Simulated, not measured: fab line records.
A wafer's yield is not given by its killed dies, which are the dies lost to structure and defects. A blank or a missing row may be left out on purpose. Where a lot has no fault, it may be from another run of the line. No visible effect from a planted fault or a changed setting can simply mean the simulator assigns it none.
Matching of chambers	flow nand_harc	4 sister chambers for NHARC_A_STAIRCASE_ETCH_444 on rie_diel-01
The step etches the open film in C4F8/O2, target depth 20400 nm, time 6800 s. 8 wafers are shown with their chamber, then 8 later ones without.

== WAFERS PAIRED WITH THEIR CHAMBERS ==
wafer	chamber	rf_vpp_V (V)	oes_product_au (a.u.)
L075.3	2	800	0.929
L075.6	2	800	0.926
L076.5	1	809	0.925
L077.2	1	807	0.929
L077.6	0	816	0.920
L087.1	0	816	0.963
L087.6	3	802	0.955
L092.3	3	803	0.963

== WAFERS WHOSE CHAMBER IS MISSING ==
wafer	rf_vpp_V (V)	oes_product_au (a.u.)
L092.4	808	0.984
L092.6	807	0.976
L097.1	802	0.912
L097.2	807	0.929
L097.5	816	0.938
L095.3	816	0.949
L095.4	807	0.923
L095.6	814	0.911

== CHAMBER TAKEN BY EACH ==
wafer	from the rows above	in truth
L092.4	1	1
L092.6	1	1
L097.1	can't be placed: 2 or 3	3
L097.2	1	1
L097.5	0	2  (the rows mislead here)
L095.3	0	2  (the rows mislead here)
L095.4	1	1
L095.6	0	0
Placed correctly: 5 of 8. Cannot be placed on the basis of these rows: 1; the candidates contain the true chamber in 1. Placed wrongly: 2.
How it was worked out, from the rows above alone: a wafer's distance from a chamber is the root of the sum, over the readings, of the square of ((its reading less the chamber's mean) divided by the reading's scatter). If the next closest chamber is less than 2 further off than the closest, the wafer can't be placed; otherwise it belongs to the closest. Each chamber's mean is taken over the wafers shown for it. The scatter: the root of (the sum of the squares of (reading less its chamber's mean) over the shown wafers, divided by (wafers less chambers)).
